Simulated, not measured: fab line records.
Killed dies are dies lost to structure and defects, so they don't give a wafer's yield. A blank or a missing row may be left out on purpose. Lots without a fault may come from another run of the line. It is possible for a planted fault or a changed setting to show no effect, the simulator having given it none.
Lot-split experiment || flow n5_finfet || 39 wafers read across 7 lots, on a route 1938 steps long

THE SPLIT ITSELF
At N5_BEOL_M12_ILD_DEP_00 (deposits SiOC from DEMS/O2, target thk 658.92 nm, time 130.7 s), the setting time_s was moved away from the recipe's 130.7 s on 9 of the 39 wafers read, by -56.7% to +58.6%. All remaining wafers had this setting at the recipe value.

FROM THE SPLIT TO THE READING: what the file shows between them, 6 steps
- N5_BEOL_M12_THK_MEAS_01
- N5_BEOL_M12_COAT_58: time 60 s, resist thk 89 nm
- N5_BEOL_M12_COAT_04: resist thk 400 nm
- N5_BEOL_M12_DESCUM_15: chemistry O2, time 7.9 s
- N5_BEOL_M12_ETCH_59: etches BARC in N2/H2, target depth 89 nm, overetch 26.7 nm, time 67.9 s
- N5_BEOL_M12_VIA_ETCH_16: etches SiOC in C4F8/O2/Ar, target depth 724.8 nm

THE READING
oes_product_au, in a.u., at N5_BEOL_M12_STRIP_63 (strips in N2/H2). On this fab line, fault-free wafers typically give 0.693 a.u. with a standard deviation of 0.0044 a.u.

{"wafer": "L078.1", "tool, chamber at the split": "pecvd-04, 2", "time_s as run, s": 130.7, "against the recipe": "recipe", "oes_product_au, a.u.": 0.694, "against lot-mates on the recipe": "-"}
{"wafer": "L078.2", "tool, chamber at the split": "pecvd-04, 1", "time_s as run, s": 56.65, "against the recipe": "-56.7%", "oes_product_au, a.u.": 0.841, "against lot-mates on the recipe": "+0.149"}
{"wafer": "L078.3", "tool, chamber at the split": "pecvd-04, 1", "time_s as run, s": 56.65, "against the recipe": "-56.7%", "oes_product_au, a.u.": 0.849, "against lot-mates on the recipe": "+0.157"}
{"wafer": "L078.4", "tool, chamber at the split": "pecvd-04, 2", "time_s as run, s": 130.7, "against the recipe": "recipe", "oes_product_au, a.u.": 0.690, "against lot-mates on the recipe": "-"}
{"wafer": "L078.5", "tool, chamber at the split": "pecvd-04, 1", "time_s as run, s": 130.7, "against the recipe": "recipe", "oes_product_au, a.u.": 0.691, "against lot-mates on the recipe": "-"}
{"wafer": "L078.6", "tool, chamber at the split": "pecvd-04, 2", "time_s as run, s": 56.65, "against the recipe": "-56.7%", "oes_product_au, a.u.": 0.849, "against lot-mates on the recipe": "+0.157"}
{"wafer": "L079.1", "tool, chamber at the split": "pecvd-04, 2", "time_s as run, s": 130.7, "against the recipe": "recipe", "oes_product_au, a.u.": 0.697, "against lot-mates on the recipe": "-"}
{"wafer": "L079.2", "tool, chamber at the split": "pecvd-04, 0", "time_s as run, s": 130.7, "against the recipe": "recipe", "oes_product_au, a.u.": 0.695, "against lot-mates on the recipe": "-"}
{"wafer": "L079.3", "tool, chamber at the split": "pecvd-04, 1", "time_s as run, s": 130.7, "against the recipe": "recipe", "oes_product_au, a.u.": 0.697, "against lot-mates on the recipe": "-"}
{"wafer": "L079.4", "tool, chamber at the split": "pecvd-04, 1", "time_s as run, s": 130.7, "against the recipe": "recipe", "oes_product_au, a.u.": 0.698, "against lot-mates on the recipe": "-"}
{"wafer": "L079.5", "tool, chamber at the split": "pecvd-04, 2", "time_s as run, s": 130.7, "against the recipe": "recipe", "oes_product_au, a.u.": 0.692, "against lot-mates on the recipe": "-"}
{"wafer": "L079.6", "tool, chamber at the split": "pecvd-04, 0", "time_s as run, s": 130.7, "against the recipe": "recipe", "oes_product_au, a.u.": 0.689, "against lot-mates on the recipe": "-"}
{"wafer": "L081.1", "tool, chamber at the split": "pecvd-04, 0", "time_s as run, s": 130.7, "against the recipe": "recipe", "oes_product_au, a.u.": 0.685, "against lot-mates on the recipe": "-"}
{"wafer": "L081.2", "tool, chamber at the split": "pecvd-04, 2", "time_s as run, s": 130.7, "against the recipe": "recipe", "oes_product_au, a.u.": 0.690, "against lot-mates on the recipe": "-"}
{"wafer": "L081.3", "tool, chamber at the split": "pecvd-04, 1", "time_s as run, s": 130.7, "against the recipe": "recipe", "oes_product_au, a.u.": 0.691, "against lot-mates on the recipe": "-"}
{"wafer": "L081.4", "tool, chamber at the split": "pecvd-04, 0", "time_s as run, s": 130.7, "against the recipe": "recipe", "oes_product_au, a.u.": 0.695, "against lot-mates on the recipe": "-"}
{"wafer": "L081.5", "tool, chamber at the split": "pecvd-04, 2", "time_s as run, s": 130.7, "against the recipe": "recipe", "oes_product_au, a.u.": 0.695, "against lot-mates on the recipe": "-"}
{"wafer": "L081.6", "tool, chamber at the split": "pecvd-04, 1", "time_s as run, s": 130.7, "against the recipe": "recipe", "oes_product_au, a.u.": 0.699, "against lot-mates on the recipe": "-"}
{"wafer": "L082.1", "tool, chamber at the split": "pecvd-04, 1", "time_s as run, s": 207.3, "against the recipe": "+58.6%", "oes_product_au, a.u.": 0.465, "against lot-mates on the recipe": -0.225}
{"wafer": "L082.2", "tool, chamber at the split": "pecvd-04, 0", "time_s as run, s": 207.3, "against the recipe": "+58.6%", "oes_product_au, a.u.": 0.498, "against lot-mates on the recipe": -0.192}
{"wafer": "L082.3", "tool, chamber at the split": "pecvd-04, 2", "time_s as run, s": 130.7, "against the recipe": "recipe", "oes_product_au, a.u.": 0.694, "against lot-mates on the recipe": "-"}
{"wafer": "L082.4", "tool, chamber at the split": "pecvd-04, 0", "time_s as run, s": 130.7, "against the recipe": "recipe", "oes_product_au, a.u.": 0.690, "against lot-mates on the recipe": "-"}
{"wafer": "L082.5", "tool, chamber at the split": "pecvd-04, 2", "time_s as run, s": 130.7, "against the recipe": "recipe", "oes_product_au, a.u.": 0.686, "against lot-mates on the recipe": "-"}
{"wafer": "L082.6", "tool, chamber at the split": "pecvd-04, 1", "time_s as run, s": 207.3, "against the recipe": "+58.6%", "oes_product_au, a.u.": 0.426, "against lot-mates on the recipe": -0.264}
{"wafer": "L085.1", "tool, chamber at the split": "pecvd-04, 1", "time_s as run, s": 130.7, "against the recipe": "recipe", "oes_product_au, a.u.": 0.687, "against lot-mates on the recipe": "-"}
{"wafer": "L085.2", "tool, chamber at the split": "pecvd-04, 0", "time_s as run, s": 130.7, "against the recipe": "recipe", "oes_product_au, a.u.": 0.690, "against lot-mates on the recipe": "-"}
{"wafer": "L085.3", "tool, chamber at the split": "pecvd-04, 2", "time_s as run, s": 130.7, "against the recipe": "recipe", "oes_product_au, a.u.": 0.701, "against lot-mates on the recipe": "-"}
{"wafer": "L085.4", "tool, chamber at the split": "pecvd-04, 1", "time_s as run, s": 130.7, "against the recipe": "recipe", "oes_product_au, a.u.": 0.693, "against lot-mates on the recipe": "-"}
{"wafer": "L085.5", "tool, chamber at the split": "pecvd-04, 2", "time_s as run, s": 130.7, "against the recipe": "recipe", "oes_product_au, a.u.": 0.690, "against lot-mates on the recipe": "-"}
{"wafer": "L085.6", "tool, chamber at the split": "pecvd-04, 0", "time_s as run, s": 130.7, "against the recipe": "recipe", "oes_product_au, a.u.": 0.693, "against lot-mates on the recipe": "-"}
{"wafer": "L084.1", "tool, chamber at the split": "pecvd-01, 0", "time_s as run, s": 130.7, "against the recipe": "recipe", "oes_product_au, a.u.": 0.690, "against lot-mates on the recipe": "-"}
{"wafer": "L084.2", "tool, chamber at the split": "pecvd-01, 1", "time_s as run, s": 176.5, "against the recipe": "+35.0%", "oes_product_au, a.u.": 0.673, "against lot-mates on the recipe": -0.019}
{"wafer": "L084.3", "tool, chamber at the split": "pecvd-01, 0", "time_s as run, s": 130.7, "against the recipe": "recipe", "oes_product_au, a.u.": 0.697, "against lot-mates on the recipe": "-"}
{"wafer": "L084.4", "tool, chamber at the split": "pecvd-01, 1", "time_s as run, s": 176.5, "against the recipe": "+35.0%", "oes_product_au, a.u.": 0.664, "against lot-mates on the recipe": -0.028}
{"wafer": "L084.5", "tool, chamber at the split": "pecvd-01, 0", "time_s as run, s": 176.5, "against the recipe": "+35.0%", "oes_product_au, a.u.": 0.666, "against lot-mates on the recipe": -0.026}
{"wafer": "L084.6", "tool, chamber at the split": "pecvd-01, 1", "time_s as run, s": 130.7, "against the recipe": "recipe", "oes_product_au, a.u.": 0.690, "against lot-mates on the recipe": "-"}
{"wafer": "L093.3", "tool, chamber at the split": "pecvd-01, 0", "time_s as run, s": 130.7, "against the recipe": "recipe", "oes_product_au, a.u.": 0.690, "against lot-mates on the recipe": "-"}
{"wafer": "L093.4", "tool, chamber at the split": "pecvd-01, 2", "time_s as run, s": 130.7, "against the recipe": "recipe", "oes_product_au, a.u.": 0.694, "against lot-mates on the recipe": "-"}
{"wafer": "L093.5", "tool, chamber at the split": "pecvd-01, 1", "time_s as run, s": 130.7, "against the recipe": "recipe", "oes_product_au, a.u.": 0.698, "against lot-mates on the recipe": "-"}

FIT RESULTS
A straight line over all 39 wafers: oes_product_au changes by -0.00293 a.u. for each +1% of time_s; r = -0.93; the points scatter about the line by 0.029 a.u.
The same after taking each lot's own level away (the mean of its wafers on the recipe; 39 wafers): -0.00292 a.u. for each +1%; r = -0.93; scatter 0.029 a.u.
The reading moves by 0.17 a.u. for the largest change in time_s, on that fit.
From 0.6900 to 0.6947 a.u.: that is the span of the lots' own levels, equal to 1.1 times the standard deviation above.
Consequently the slope shifts little with the lot-to-lot level, the two slopes agreeing.
Check: with one of the wafers moved furthest among these (+58.6%) left out of the fit, the line predicts -0.16 a.u. for it against its lot-mates. Against them it came out at -0.225 a.u.

THE WHOLE CHAIN: every reading that the file lists as answering this split, in the file's order
{"step": "N5_BEOL_M12_ILD_DEP_00", "what it does": "deposits SiOC from DEMS/O2, target thk 658.92 nm, time 130.7 s", "reading": "SiOC_of_BEOL_M12_ILD_DEP_00.thk_nm (the simulator's own value, which no gauge read)", "change (the file's fit)": "+6.45 nm for each +1% of the setting", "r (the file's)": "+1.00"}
{"step": "N5_BEOL_M12_THK_MEAS_01", "what it does": "", "reading": "M12_ILD_THK", "change (the file's fit)": "+6.45 for each +1% of the setting", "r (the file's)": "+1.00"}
{"step": "N5_BEOL_M12_VIA_ETCH_16", "what it does": "etches SiOC in C4F8/O2/Ar, target depth 724.8 nm", "reading": "etch.depth_nm (the simulator's own value, which no gauge read)", "change (the file's fit)": "+6.45 nm for each +1% of the setting", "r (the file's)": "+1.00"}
{"step": "N5_BEOL_M12_VIA_ETCH_16", "what it does": "etches SiOC in C4F8/O2/Ar, target depth 724.8 nm", "reading": "coat_of_BEOL_M12_COAT_04.thk_nm (the simulator's own value, which no gauge read)", "change (the file's fit)": "-1.9 nm for each +1% of the setting", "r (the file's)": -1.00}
{"step": "N5_BEOL_M12_STRIP_63", "what it does": "strips in N2/H2", "reading": "oes_product_au", "change (the file's fit)": "-0.00291 a.u. for each +1% of the setting", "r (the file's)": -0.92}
{"step": "N5_BEOL_M12_STRIP_63", "what it does": "strips in N2/H2", "reading": "strip_time_to_endpoint_s", "change (the file's fit)": "withheld for each +1% of the setting", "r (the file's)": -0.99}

THE FILE'S OWN FIT
oes_product_au changes by -0.00291 a.u. for each +1% of time_s, r = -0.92.
